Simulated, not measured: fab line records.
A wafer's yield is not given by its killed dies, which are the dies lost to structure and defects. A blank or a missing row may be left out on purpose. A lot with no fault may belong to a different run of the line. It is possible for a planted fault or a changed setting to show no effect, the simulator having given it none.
Matching of chambers    flow n5-finfet    N5_BEOL_M1_ETCH_69 on rie-diel-02 has 4 sister chambers
The step etches SiARC in CF4, target depth 15.6 nm, time 26 s. 20 wafers are shown with their chamber, then 10 later ones without.

## EACH WAFER AND ITS CHAMBER
wafer   chamber  drypump-motor-current-A (A)  showerhead-plenum-p-Torr (Torr)  throttle-valve-pct (%)
L074.1  2        6.0                          2.23                             15.69
L074.3  1        6.3                          2.19                             15.30
L074.5  2        6.0                          2.23                             15.70
L077.2  1        6.3                          2.19                             15.29
L077.5  1        6.4                          2.19                             15.28
L077.6  2        6.0                          2.23                             15.70
L081.2  3        5.8                          2.08                             15.92
L081.5  3        5.8                          2.08                             15.93
L081.6  0        5.6                          2.10                             15.38
L088.1  3        5.8                          2.08                             15.95
L088.2  1        6.3                          2.18                             15.32
L088.4  0        5.6                          2.10                             15.39
L090.2  3        5.8                          2.08                             15.94
L090.3  2        6.0                          2.22                             15.75
L090.6  3        5.8                          2.08                             15.96
L092.1  0        5.6                          2.09                             15.45
L092.2  2        6.0                          2.22                             15.75
L092.6  2        6.0                          2.22                             15.77
L094.1  3        5.8                          2.07                             15.99
L094.2  0        5.6                          2.09                             15.45

SIGNATURES, as means of the wafers listed above
reading                   chamber 0  chamber 1  chamber 2  chamber 3  scatter within a chamber
drypump-motor-current-A   5.600      6.325      6.000      5.800      0.0217
showerhead-plenum-p-Torr  2.0950     2.1875     2.2250     2.0783     0.00505
throttle-valve-pct        15.4175    15.2975    15.7267    15.9483    0.0295
Rule: for each reading, subtract the chamber's mean from the wafer's reading, divide by that reading's scatter and square the result; add these up over the readings and take the root, which gives the wafer's distance from the chamber. The wafer belongs to the nearest chamber; if the next one is less than 2 further off, it can't be placed. How the scatter is found: for the shown wafers, subtract from each reading the mean of its chamber, square and add these, divide the total by (wafers less chambers), then take the root.

## WAFERS WITH NO CHAMBER GIVEN
wafer   drypump-motor-current-A (A)  showerhead-plenum-p-Torr (Torr)  throttle-valve-pct (%)
L094.3  6.0                          2.22                             15.77
L093.3  5.6                          2.09                             15.46
L093.4  5.6                          2.09                             15.45
L093.5  6.0                          2.22                             15.77
L095.4  5.8                          2.07                             15.99
L095.5  5.6                          2.09                             15.46
L095.6  6.0                          2.22                             15.79
L096.2  6.4                          2.18                             15.34
L096.3  6.0                          2.22                             15.77
L096.6  6.3                          2.18                             15.33

## THE CHAMBER EACH PASSED THROUGH
wafer   from the rows above  in truth
L094.3  2                    2
L093.3  0                    0
L093.4  0                    0
L093.5  2                    2
L095.4  3                    3
L095.5  0                    0
L095.6  2                    2
L096.2  1                    1
L096.3  2                    2
L096.6  1                    1
Correct placement for 10 of the 10. From these rows, 0 cannot be placed. 0 placed wrongly.
